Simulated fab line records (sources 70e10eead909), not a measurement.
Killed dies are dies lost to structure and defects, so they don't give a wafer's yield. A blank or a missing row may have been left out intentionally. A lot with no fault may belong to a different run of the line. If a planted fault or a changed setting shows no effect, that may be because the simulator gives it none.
fab line records -- flow nandHarc
record lots=5, wafers=15, lastDay=34
route steps=1302 shown P_M1@315 P_M2@318 END@1302
lots that met no fault: from a run of the same line without faults
startH: hours from the record's opening day to when the first of the lot's shown wafers began -- waitH: hours from the lot's prior step to this one -- " same as the row above -- L1.1+2: a row that stands for several wafers -- - no value present, or no start provided -- * or withheld: withheld -- < > ~ a bound
route shown NAME@n: names a module that has steps shown in the file, with the first one's number in the route -- usual: average and standard deviation across the fault-free wafers -- same: alike in all rows -- chamber/n: place in a boat -- sites: readings site by site -- _std_site: standard deviation across them -- _edge_site: inner sites' mean taken away from outer sites' mean -- radiusMm: for every site, how far away it sits from the centre of the wafer -- mask NAME#n: copy n -- behind: the most recent tool/chamber to have shaped the wafer -- hold: cause of the lot's hold/its duration in hours/its outcome -- device: the n, p or np transistor that did not switch -- end of line: at the end of the route, the tests of the same wafers -- step lacking rows: just its recipe -- killed: at the first sort, the dies lost to defects and structure; wafer yield is something else -- map: the dies of a wafer, with x for killed, . for not killed, _ for no die there
set.NAME: the setting the step ran with; set.NAME@STEP: the setting that earlier step ran with -- model.NAME: the simulator's own value behind a step, which no gauge read
certain route steps with their lots: each step a table, each wafer a row
services: a tool's chamber out of use, with start hour (startH, from the record's first day; less than 0 if before it), hours out, and reason
## steps
# step NHARC_P_M1_INSPECT_27
# usual rawDefectCount=280/96
lot.wafer,tool,chamber,startH,waitH,rawDefectCount
L386.1,defectInspect-02,-,156.88,0.0,389
L386.4,defectInspect-02,-,156.88,0.0,541
L386.5,defectInspect-02,-,156.88,0.0,403
L388.2,defectInspect-01,-,168.93,0.0,203
L388.3,defectInspect-01,-,168.93,0.0,288
L388.5,defectInspect-01,-,168.93,0.0,208
L397.1,defectInspect-02,-,278.90,0.0,386
L397.3,defectInspect-02,-,278.90,0.0,350
L397.4,defectInspect-02,-,278.90,0.0,138
L404.1,defectInspect-01,-,325.98,0.0,303
L404.2,defectInspect-01,-,325.98,0.0,457
L404.5,defectInspect-01,-,325.98,0.0,365
L407.2,defectInspect-02,-,357.29,0.0,242
L407.3,defectInspect-02,-,357.29,0.0,318
L407.5,defectInspect-02,-,357.29,0.0,363
# step NHARC_P_M1_PRE_CLEAN_32
# recipe timeS=12, tempC=370, rfPowerW=300, gas=NH3
# usual heaterPowerW=636/74
lot.wafer,tool,chamber,startH,waitH,heaterPowerW
L386.1,pecvd-04,2,156.94,0.1,838
L386.5,pecvd-04,0,156.94,0.1,579
L386.4,pecvd-04,1,156.94,0.1,638
L388.3,pecvd-01,2,169.00,0.1,618
L388.2,pecvd-01,0,169.00,0.1,607
L388.5,pecvd-01,1,169.00,0.1,740
L397.1,pecvd-01,0,278.97,0.1,654
L397.3,pecvd-01,2,278.97,0.1,611
L397.4,pecvd-01,1,278.97,0.1,754
L404.2,pecvd-03,0,326.06,0.1,552
L404.1,pecvd-03,1,326.06,0.1,535
L404.5,pecvd-03,0,326.06,0.1,547
L407.3,pecvd-03,0,357.36,0.1,526
L407.2,pecvd-03,2,357.36,0.1,672
L407.5,pecvd-03,2,357.36,0.1,641
# step NHARC_P_M1_DEP_33
# recipe targetThkA=300, tempC=370, targetThkNm=30, pressureTorr=3, flowSccm=200, rfW=450, material=SiCN
# usual heaterPowerW=591/62
lot.wafer,tool,chamber,startH,waitH,heaterPowerW
L386.1,pecvd-04,2,157.02,0.1,721
L386.5,pecvd-04,0,157.02,0.1,489
L386.4,pecvd-04,1,157.02,0.1,524
L388.3,pecvd-01,2,169.08,0.1,574
L388.2,pecvd-01,0,169.08,0.1,640
L388.5,pecvd-01,1,169.08,0.1,656
L397.1,pecvd-01,0,279.05,0.1,573
L397.3,pecvd-01,2,279.05,0.1,622
L397.4,pecvd-01,1,279.05,0.1,655
L404.2,pecvd-03,0,326.17,0.1,531
L404.1,pecvd-03,1,326.17,0.1,558
L404.5,pecvd-03,0,326.17,0.1,507
L407.3,pecvd-03,0,357.43,0.1,545
L407.2,pecvd-03,2,357.43,0.1,558
L407.5,pecvd-03,2,357.43,0.1,574
# step NHARC_P_M2_DEP_00
# recipe targetThkA=1825, targetThkNm=182.5, tempC=withheld, pressureTorr=5, flowSccm=200, rfW=600, material=SiOC
# step NHARC_P_M2_DEHYDRATE_01
# recipe tempC=150, timeS=120
# step NHARC_P_M2_HMDS_02
# recipe timeS=30
# step NHARC_P_M2_COAT_34
# recipe tempC=200, timeS=65
# step NHARC_P_M2_COAT_03
# recipe spinRpm=1500, resistThkNm=90
# step NHARC_P_M2_SOFTBAKE_04
# recipe tempC=105, timeS=55
# step NHARC_P_M2_EBR_05
# step NHARC_P_M2_EXPOSE_06
# recipe na=1.35, targetCdNm=170, doseMj=80.78, maskId=P_M2
# step NHARC_P_M2_PEB_07
# recipe pebTempC=100, pebTimeS=65
# usual plateTempC=100.02/0.12
lot.wafer,tool,chamber,startH,waitH,plateTempC
L386.1,lithoTrack-06,0,158.33,0.1,100.06
L386.4,lithoTrack-06,0,158.33,0.1,100.14
L386.5,lithoTrack-06,0,158.33,0.1,100.09
L388.2,lithoTrack-04,0,170.23,0.1,100.05
L388.3,lithoTrack-04,0,170.23,0.1,100.17
L388.5,lithoTrack-04,0,170.23,0.1,100.16
L397.1,lithoTrack-04,0,280.08,0.1,100.21
L397.3,lithoTrack-04,0,280.08,0.1,100.16
L397.4,lithoTrack-04,0,280.08,0.1,100.07
L404.1,lithoTrack-06,0,327.30,0.1,99.91
L404.2,lithoTrack-06,0,327.30,0.1,100.02
L404.5,lithoTrack-06,0,327.30,0.1,99.93
L407.2,lithoTrack-01,0,358.47,0.1,100.06
L407.3,lithoTrack-01,0,358.47,0.1,99.99
L407.5,lithoTrack-01,0,358.47,0.1,99.84
# step NHARC_P_M2_DEVELOP_08
# recipe developTimeS=35, devTempC=23
# step NHARC_P_M2_CD_MEAS_09
# recipe targetCdNm=170, landingEnergyEv=500
# usual cdNm=170.0/0.56
lot.wafer,tool,chamber,startH,waitH,cdNm
L386.1,cdSem-02,0,158.41,-,170.0
L386.4,cdSem-02,0,158.41,-,170.2
L386.5,cdSem-02,0,158.41,-,170.8
L388.2,cdSem-03,0,170.31,-,169.6
L388.3,cdSem-03,0,170.31,-,169.3
L388.5,cdSem-03,0,170.31,-,169.1
L397.1,cdSem-01,0,280.16,-,173.2
L397.3,cdSem-01,0,280.16,-,170.6
L397.4,cdSem-01,0,280.16,-,170.6
L404.1,cdSem-01,0,327.38,-,170.6
L404.2,cdSem-01,0,327.38,-,170.7
L404.5,cdSem-01,0,327.38,-,170.2
L407.2,cdSem-02,0,358.55,-,169.3
L407.3,cdSem-02,0,358.55,-,169.9
L407.5,cdSem-02,0,358.55,-,169.3
# step NHARC_P_M2_OVL_MEAS_10
# recipe pitchNm=340
# usual overlayXNm=0.0/0.72, overlayYNm=0.0/0.79
lot.wafer,tool,chamber,startH,waitH,overlayXNm,overlayYNm
L386.1,overlay-01,-,158.49,-,1.1,-0.2
L386.4,overlay-01,-,158.49,-,1.7,-0.5
L386.5,overlay-01,-,158.49,-,1.0,-0.8
L388.2,overlay-02,-,170.40,-,-0.1,-0.6
L388.3,overlay-02,-,170.40,-,-0.6,-0.1
L388.5,overlay-02,-,170.40,-,-0.7,-0.1
L397.1,overlay-01,-,280.24,-,-0.5,0.6
L397.3,overlay-01,-,280.24,-,-0.1,0.7
L397.4,overlay-01,-,280.24,-,0.2,0.7
L404.1,overlay-01,-,327.47,-,0.0,0.6
L404.2,overlay-01,-,327.47,-,0.4,1.1
L404.5,overlay-01,-,327.47,-,0.6,0.7
L407.2,overlay-02,-,358.64,-,-0.2,-0.1
L407.3,overlay-02,-,358.64,-,-0.4,-0.3
L407.5,overlay-02,-,358.64,-,-0.1,-0.3
# step NHARC_P_M2_INSPECT_11
# usual rawDefectCount=5.3/2.9
lot.wafer,tool,chamber,startH,waitH,rawDefectCount
L386.1,defectInspect-02,-,158.53,0.0,8
L386.4,defectInspect-02,-,158.53,0.0,10
L386.5,defectInspect-02,-,158.53,0.0,6
L388.2,defectInspect-02,-,170.43,0.0,7
L388.3,defectInspect-02,-,170.43,0.0,3
L388.5,defectInspect-02,-,170.43,0.0,4
L397.1,defectInspect-01,-,280.28,0.0,6
L397.3,defectInspect-01,-,280.28,0.0,2
L397.4,defectInspect-01,-,280.28,0.0,6
L404.1,defectInspect-01,-,327.51,0.0,9
L404.2,defectInspect-01,-,327.51,0.0,5
L404.5,defectInspect-01,-,327.51,0.0,4
L407.2,defectInspect-02,-,358.67,0.0,2
L407.3,defectInspect-02,-,358.67,0.0,5
L407.5,defectInspect-02,-,358.67,0.0,1
# step NHARC_P_M2_DESCUM_14
# recipe timeS=3, o2FlowSccm=200, arFlowSccm=0, biasPowerW=0, chemistry=O2
# usual drypumpMotorCurrentA=5.5/0.56, mfcArSccm=0.016/0.014, oesProductAu=1.002/0.0094, rfVppV=57.7/0.86, showerheadPlenumPTorr=1.87/0.064, throttleValvePct=11.311/0.0092
# same biasPowerW=0
lot.wafer,tool,chamber,startH,waitH,drypumpMotorCurrentA,mfcArSccm,oesProductAu,rfHoursCounterH,rfVppV,showerheadPlenumPTorr,throttleValvePct,model.P_M2.cdNm
L386.4,rieDiel-03,1,158.59,0.1,6.6,0.009,1.014,2,58.2,2.00,11.331,170.6
L386.1,rieDiel-03,2,158.59,0.1,5.9,0.013,1.024,2,58.3,1.83,11.302,170.1
L386.5,rieDiel-03,1,158.59,0.1,6.5,0.009,1.004,-,58.7,2.00,11.308,171.7
L388.3,rieDiel-01,3,170.50,0.1,4.9,0.019,1.013,10,56.7,1.94,11.302,169.1
L388.2,rieDiel-01,2,170.50,0.1,5.5,0,1.009,9,56.3,1.86,11.310,169.3
L388.5,rieDiel-01,3,170.50,0.1,4.9,0.019,1.013,-,57.0,1.94,11.319,169.2
L397.3,rieDiel-05,2,280.35,0.1,5.3,0.029,0.991,2,58.9,2.01,11.311,170.1
L397.4,rieDiel-05,3,280.35,0.1,4.8,0.038,0.994,2,57.9,1.84,11.303,170.8
L397.1,rieDiel-05,0,280.35,0.1,5.3,0.021,1.009,2,57.1,1.86,11.320,173.4
L404.2,rieDiel-03,3,327.57,0.1,5.6,0,1.024,3,56.5,1.83,11.315,171.2
L404.1,rieDiel-03,0,327.57,0.1,6.1,0,1.006,3,56.4,1.84,11.304,169.9
L404.5,rieDiel-03,0,327.57,0.1,6.1,0,1.014,-,57.2,1.84,11.300,169.3
L407.3,rieDiel-05,3,358.74,0.1,4.9,0.038,1.004,6,57.2,1.84,11.315,170.7
L407.2,rieDiel-05,2,358.74,0.1,5.3,0.029,0.986,5,57.8,2.01,11.305,168.9
L407.5,rieDiel-05,0,358.74,0.1,5.3,0.021,0.989,-,58.5,1.86,11.295,169.3
# step NHARC_P_M2_ETCH_35
# recipe targetDepthA=400, overetchA=120, timeS=43.94, ionEnergyEv=200, n2FlowSccm=150, h2FlowSccm=150, arFlowSccm=0, rfW=400, biasW=150, chemistry=N2/H2
# usual drypumpMotorCurrentA=5.5/0.58, h2FlowSccm=150.0/0.44, mfcArSccm=0.017/0.014, oesProductAu=1.002/0.011, rfVppV=429.4/2.3, showerheadPlenumPTorr=2.00/0.075, throttleValvePct=14.172/0.0092
lot.wafer,tool,chamber,startH,waitH,drypumpMotorCurrentA,h2FlowSccm,mfcArSccm,oesProductAu,rfHoursCounterH,rfVppV,showerheadPlenumPTorr,throttleValvePct
L386.1,rieDiel-03,2,158.68,0.1,5.9,149.4,0.013,1.026,2,428.2,1.95,14.146
L386.4,rieDiel-03,1,158.68,0.1,6.6,150.2,0.009,1.014,2,433.3,2.13,14.173
L386.5,rieDiel-03,2,158.68,0.1,5.9,149.5,0.013,1.016,-,427.0,1.95,14.165
L388.3,rieDiel-01,3,170.59,0.1,4.8,150.1,0.019,1.003,10,430.8,2.06,14.169
L388.2,rieDiel-01,1,170.59,0.1,6.7,150.3,0.004,0.999,9,426.7,1.93,14.170
L388.5,rieDiel-01,2,170.59,0.1,5.5,149.7,0,1.011,-,428.5,1.99,14.167
L397.4,rieDiel-05,1,280.43,0.1,5.5,150.0,0,0.989,1,429.6,1.99,14.166
L397.1,rieDiel-05,3,280.43,0.1,4.9,150.5,0.038,0.997,2,427.3,1.96,14.179
L397.3,rieDiel-05,0,280.43,0.1,5.3,150.1,0.021,0.990,2,428.4,1.98,14.172
L404.1,rieDiel-03,2,327.66,0.1,5.9,150.2,0.013,1.024,3,427.8,1.95,14.170
L404.2,rieDiel-03,0,327.66,0.1,6.2,150.7,0,1.003,3,428.3,1.96,14.169
L404.5,rieDiel-03,2,327.66,0.1,5.9,150.5,0.013,1.016,-,428.0,1.95,14.167
L407.3,rieDiel-05,3,358.83,0.1,4.9,149.3,0.038,1.007,6,427.4,1.96,14.181
L407.2,rieDiel-05,1,358.83,0.1,5.5,150.7,0,0.987,5,430.5,1.99,14.183
L407.5,rieDiel-05,2,358.83,0.1,5.3,149.9,0.029,0.990,-,432.7,2.15,14.178
# step NHARC_P_M2_ETCH_15
# recipe targetDepthA=1825, timeS=91.2, c4f8FlowSccm=withheld, arFlowSccm=400, rfW=600, biasW=300, chemistry=C4F8/Ar
# usual oesProductAu=0.952/0.02, rfVppV=439.6/2.3
lot.wafer,tool,chamber,startH,waitH,oesProductAu,rfHoursCounterH,rfVppV
L386.4,rieDiel-03,2,-,-,0.939,2,438.0
L386.1,rieDiel-03,1,-,-,0.919,2,444.7
L386.5,rieDiel-03,3,-,-,0.929,-,438.3
L388.3,rieDiel-01,1,-,-,0.924,9,438.2
L388.2,rieDiel-01,2,-,-,0.921,9,439.0
L388.5,rieDiel-01,1,-,-,0.921,-,438.4
L397.4,rieDiel-05,3,-,-,0.972,2,439.0
L397.3,rieDiel-05,0,-,-,0.970,2,440.1
L397.1,rieDiel-05,1,-,-,0.957,1,439.9
L404.2,rieDiel-03,1,-,-,0.939,3,443.7
L404.1,rieDiel-03,2,-,-,0.934,3,438.4
L404.5,rieDiel-03,2,-,-,0.943,-,438.2
L407.2,rieDiel-05,1,-,-,0.977,5,439.2
L407.3,rieDiel-05,2,-,-,0.949,5,443.2
L407.5,rieDiel-05,2,-,-,0.948,-,443.3
# step NHARC_P_M2_CD_MEAS_16
# usual cdNm=169.9/0.76
lot.wafer,tool,chamber,startH,waitH,cdNm
L386.1,cdSem-03,-,158.89,-,169.8
L386.4,cdSem-03,-,158.89,-,170.5
L386.5,cdSem-03,-,158.89,-,171.8
L388.2,cdSem-01,-,170.80,-,169.0
L388.3,cdSem-01,-,170.80,-,168.6
L388.5,cdSem-01,-,170.80,-,169.5
L397.1,cdSem-01,-,280.65,-,173.4
L397.3,cdSem-01,-,280.65,-,169.9
L397.4,cdSem-01,-,280.65,-,170.5
L404.1,cdSem-01,-,327.87,-,169.8
L404.2,cdSem-01,-,327.87,-,170.8
L404.5,cdSem-01,-,327.87,-,168.8
L407.2,cdSem-02,-,359.04,-,168.5
L407.3,cdSem-02,-,359.04,-,170.7
L407.5,cdSem-02,-,359.04,-,169.7
# step NHARC_P_M2_STRIP_18
# recipe powerW=1000, n2FlowSccm=150, h2FlowSccm=150, arFlowSccm=0, biasW=0, chemistry=N2/H2
# usual drypumpMotorCurrentA=5.7/0.57, h2FlowSccm=150.0/0.44, mfcArSccm=0.014/0.013, oesProductAu=1.004/0.0091, rfVppV=90.4/0.95, showerheadPlenumPTorr=1.99/0.073, throttleValvePct=14.172/0.0085
lot.wafer,tool,chamber,startH,waitH,drypumpMotorCurrentA,h2FlowSccm,mfcArSccm,oesProductAu,rfHoursCounterH,rfVppV,showerheadPlenumPTorr,throttleValvePct
L386.1,rieDiel-01,0,159.00,0.1,6.2,149.5,0.030,0.997,8,88.8,1.91,14.182
L386.4,rieDiel-01,2,159.00,0.1,5.5,150.0,0,0.999,9,90.5,1.99,14.177
L386.5,rieDiel-01,0,159.00,0.1,6.2,149.9,0.030,0.999,-,89.4,1.91,14.171
L388.2,rieDiel-01,2,170.90,0.1,5.5,149.7,0,1.001,10,89.8,1.98,14.168
L388.3,rieDiel-01,3,170.90,0.1,4.8,150.3,0.019,1.009,10,90.5,2.07,14.167
L388.5,rieDiel-01,1,170.90,0.1,6.7,151.7,0.004,0.996,-,90.2,1.93,14.179
L397.4,rieDiel-03,2,280.75,0.1,5.9,149.5,0.013,1.009,8,90.6,1.95,14.170
L397.1,rieDiel-03,3,280.75,0.1,5.6,149.3,0,1.010,8,90.7,1.95,14.162
L397.3,rieDiel-03,0,280.75,0.1,6.1,150.3,0,1.011,9,89.6,1.96,14.166
L404.1,rieDiel-05,0,327.97,0.1,5.4,149.5,0.021,1.001,4,91.2,1.98,14.159
L404.2,rieDiel-05,1,327.97,0.1,5.5,149.9,0,0.994,3,89.7,1.99,14.184
L404.5,rieDiel-05,0,327.97,0.1,5.3,149.4,0.021,1.000,-,89.8,1.98,14.173
L407.2,rieDiel-03,3,359.14,0.1,5.6,149.7,0,1.012,6,89.4,1.94,14.195
L407.3,rieDiel-03,1,359.14,0.1,6.6,150.2,0.009,1.017,5,92.2,2.13,14.172
L407.5,rieDiel-03,3,359.14,0.1,5.6,150.4,0,1.014,-,88.7,1.94,14.181
# step NHARC_P_M2_ETCH_28
# recipe targetDepthA=300, overEtchFrac=0.3, timeS=72.99, ionEnergyEv=150, cf4FlowSccm=50, n2FlowSccm=100, arFlowSccm=150, rfW=300, biasW=100, chemistry=CF4/N2
# usual drypumpMotorCurrentA=5.7/0.57, mfcArSccm=150.0/0.45, oesProductAu=1.004/0.0094, rfVppV=313.3/1.7, showerheadPlenumPTorr=2.58/0.091, throttleValvePct=19.793/0.0098
lot.wafer,tool,chamber,startH,waitH,drypumpMotorCurrentA,mfcArSccm,oesProductAu,rfHoursCounterH,rfVppV,showerheadPlenumPTorr,throttleValvePct,model.P_M2.cdNm
L386.4,rieDiel-01,2,-,-,5.5,150.8,1.003,9,311.6,2.56,19.787,170.4
L386.1,rieDiel-01,3,-,-,4.8,150.1,1.015,9,314.2,2.66,19.793,169.1
L386.5,rieDiel-01,3,-,-,4.8,150.3,0.996,-,313.6,2.66,19.806,171.2
L388.2,rieDiel-01,3,-,-,4.8,149.9,1.004,10,315.7,2.65,19.785,169.7
L388.3,rieDiel-01,0,-,-,6.1,150.3,0.999,9,310.9,2.47,19.791,168.7
L388.5,rieDiel-01,3,-,-,4.8,149.8,1.004,-,315.1,2.65,19.778,169.4
L397.4,rieDiel-03,1,-,-,6.6,149.8,1.018,9,316.3,2.73,19.806,170.2
L397.1,rieDiel-03,2,-,-,5.9,149.9,1.023,8,311.8,2.51,19.798,173.2
L397.3,rieDiel-03,3,-,-,5.6,149.8,1.011,8,312.5,2.51,19.785,169.8
L404.2,rieDiel-05,2,-,-,5.3,149.9,0.984,5,315.8,2.75,19.811,170.6
L404.1,rieDiel-05,0,-,-,5.3,149.9,1.012,4,314.0,2.56,19.809,168.8
L404.5,rieDiel-05,3,-,-,4.8,149.7,0.994,-,311.5,2.53,19.797,168.5
L407.2,rieDiel-03,2,-,-,5.9,150.2,1.011,5,312.6,2.51,19.787,168.5
L407.3,rieDiel-03,0,-,-,6.1,149.6,1.011,5,311.2,2.53,19.804,170.6
L407.5,rieDiel-03,3,-,-,5.6,150.4,1.010,-,312.8,2.51,19.813,169.1
# step NHARC_P_M2_STRIP_19
# recipe timeS=600, tempC=30, chemistry=postEtchResidueRemover
# step NHARC_END_SORT_01
# recipe tempC=25
# usual defectLimitedYield=90.6/2.8, killedAtArray=58/20, killedAtOther=0.8/1, killedAtPeriphery=4.6/2.8, killedDies=63/19, killedOpen=3.4/2, killedShort=2.4/1.8
# same grossDies=677
lot.wafer,tool,chamber,startH,waitH,defectLimitedYield[%],killedAtArray,killedAtOther,killedAtPeriphery,killedDies,killedOpen,killedShort
L386.1,prober-02,0,588.03,2.5,84.3,101,0,5,106,4,3
L386.4,prober-02,0,590.44,3.4,87.3,77,0,9,86,1,2
L386.5,prober-02,0,591.24,3.7,84.5,102,0,3,105,5,3
L388.2,prober-01,0,598.46,2.8,95.9,20,3,5,28,1,1
L388.3,prober-01,0,599.26,3.1,94.5,25,4,8,37,4,1
L388.5,prober-01,0,600.85,3.7,96.2,19,2,5,26,1,0
L404.1,prober-01,0,749.59,2.5,91.1,53,1,6,60,5,3
L407.2,prober-01,0,802.38,2.8,87.6,81,1,2,84,5,1
L407.3,prober-01,0,803.18,3.1,90.3,59,1,6,66,4,2
L407.5,prober-01,0,804.79,3.7,89.4,67,2,3,72,4,0
# killed by level:class
L386.1 A_CHANNEL_HOLE_D2:chamberFilmFlake=33 A_SLIT:chamberFilmFlake=28 A_CHANNEL_HOLE_D1:chamberFilmFlake=19 A_CONTACT:chamberFilmFlake=9 P_M1:chamberFilmFlake=4 A_ONON_D2:geometricParticle:short=2 A_ZERO_WELL:chamberFilmFlake=2 P_M0:geometricParticle:open=1
L386.4 A_CHANNEL_HOLE_D2:chamberFilmFlake=30 A_CHANNEL_HOLE_D1:chamberFilmFlake=20 A_SLIT:chamberFilmFlake=12 P_GATE:chamberFilmFlake=6 A_CONTACT:chamberFilmFlake=3 A_SGD_CUT:chamberFilmFlake=2 A_DECK1_JOINT:chamberFilmFlake=2 A_CONTACT:unspecified=2
L386.5 A_SLIT:chamberFilmFlake=37 A_CHANNEL_HOLE_D2:chamberFilmFlake=34 A_CHANNEL_HOLE_D1:chamberFilmFlake=19 P_M1:chamberFilmFlake=3 A_ONON_D2:geometricParticle:short=2 A_M0:geometricParticle:open=2 A_CONTACT:chamberFilmFlake=2 A_ONON_D1:geometricParticle:open=1
L388.2 A_CHANNEL_HOLE_D2:chamberFilmFlake=8 A_CHANNEL_HOLE_D1:chamberFilmFlake=7 P_GATE:chamberFilmFlake=3 THIN_TSV:chamberFilmFlake=2 A_ONON_D1:geometricParticle:short=1 P_STI:chamberFilmFlake=1 P_BONDPAD:chamberFilmFlake=1 STARTING-WAFER:geometricParticle:open=1
L388.3 A_CHANNEL_HOLE_D2:chamberFilmFlake=9 A_CHANNEL_HOLE_D1:chamberFilmFlake=8 P_BONDPAD:chamberFilmFlake=6 THIN_TSV:chamberFilmFlake=4 P_M0:geometricParticle:open=1 A_ONON_D1:geometricParticle:open=1 A_CHANNEL_FILL_D1:geometricParticle:open=1 A_SGD_CUT:geometricParticle:short=1
L388.5 A_CHANNEL_HOLE_D2:chamberFilmFlake=8 A_CHANNEL_HOLE_D1:chamberFilmFlake=7 P_BONDPAD:chamberFilmFlake=3 A_CONTACT:chamberFilmFlake=2 THIN_TSV:chamberFilmFlake=2 P_M0:geometricParticle:open=1 P_GATE:chamberFilmFlake=1 A_DECK1_JOINT:chamberFilmFlake=1
L404.1 A_SLIT:chamberFilmFlake=22 A_CHANNEL_HOLE_D1:chamberFilmFlake=14 A_CONTACT:chamberFilmFlake=5 P_GATE:chamberFilmFlake=3 A_M1:chamberFilmFlake=3 A_CHANNEL_FILL_D2:chamberFilmFlake=2 P_GATE:geometricParticle:open=1 P_M0:geometricParticle:short=1
L407.2 A_CHANNEL_HOLE_D2:chamberFilmFlake=32 A_SLIT:chamberFilmFlake=25 A_CONTACT:chamberFilmFlake=10 A_CHANNEL_HOLE_D1:chamberFilmFlake=7 P_BONDPAD:chamberFilmFlake=2 A_SOURCE_PLATE:geometricParticle:short=1 A_ONON_D1:geometricParticle:open=1 A_ONON_D2:geometricParticle:open=1
L407.3 A_CHANNEL_HOLE_D1:chamberFilmFlake=17 A_CHANNEL_HOLE_D2:chamberFilmFlake=16 A_SLIT:chamberFilmFlake=15 A_CONTACT:chamberFilmFlake=4 P_CONTACT:geometricParticle:open=2 P_ZERO_WELL:chamberFilmFlake=2 A_BONDPAD:chamberFilmFlake=2 P_M2:geometricParticle:open=1
L407.5 A_CHANNEL_HOLE_D1:chamberFilmFlake=26 A_CHANNEL_HOLE_D2:chamberFilmFlake=17 A_SLIT:chamberFilmFlake=13 A_CONTACT:chamberFilmFlake=4 P_CONTACT:geometricParticle:open=2 A_CHANNEL_FILL_D1:chamberFilmFlake=2 A_DECK1_JOINT:chamberFilmFlake=2 THIN_TSV:chamberFilmFlake=2
## services
tool,chamber,startH,hours,kind
pecvd-01,-,146.28,2.0,repair
rieDiel-03,-,152.94,0.1,repair
pecvd-03,0,154.11,12.2,repair
lithoTrack-01,-,155.00,7.0,pm
rieDiel-03,0,164.37,4.5,repair
rieDiel-03,1,177.74,3.3,repair
lithoTrack-06,-,179.00,7.0,pm
pecvd-01,-,179.51,1.4,repair
pecvd-03,-,185.40,13.0,pm
lithoTrack-04,-,203.00,7.0,pm
rieDiel-01,-,204.55,9.0,pm
rieDiel-05,-,229.60,9.0,pm
rieDiel-05,1,244.46,19.5,repair
pecvd-04,-,269.00,13.0,pm
pecvd-03,-,276.67,0.6,repair
rieDiel-03,-,281.77,9.0,pm
rieDiel-03,-,291.70,0.2,repair
pecvd-01,-,311.18,13.0,pm
rieDiel-01,0,312.79,3.5,repair
pecvd-01,-,329.90,0.8,repair
rieDiel-05,2,334.39,21.2,repair
rieDiel-03,2,336.56,1.7,repair
rieDiel-03,2,341.84,4.5,repair
lithoTrack-06,-,354.00,7.0,pm
## key
firstSign step=NHARC_P_M2_CD_MEAS_09, reading=cdNm, direction=up, sigmas=5.7, usual=170.0, struck=173.2
effect step=NHARC_P_M2_CD_MEAS_16, reading=cdNm, direction=up, sigmas=4.6, usual=169.9, struck=173.4
modelEffect step=NHARC_P_M2_DESCUM_14, value=P_M2.cdNm, without=169.4, struck=173.4
modelEffect step=NHARC_P_M2_ETCH_28, value=P_M2.cdNm, without=169.1, struck=173.2
metAt NHARC_P_M2_PEB_07
struckWafers L397.1
onsetBetween 170.23 280.08
fault kind=processParameterDrift, tool=lithoTrack-04, chamber=-, onsetH=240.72, steps=NHARC_P_M2_PEB_07, channel=pebTimeS, offset=*, shape=step, endH=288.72, scope=struckWafersOnly, actsIn=*, stated=*
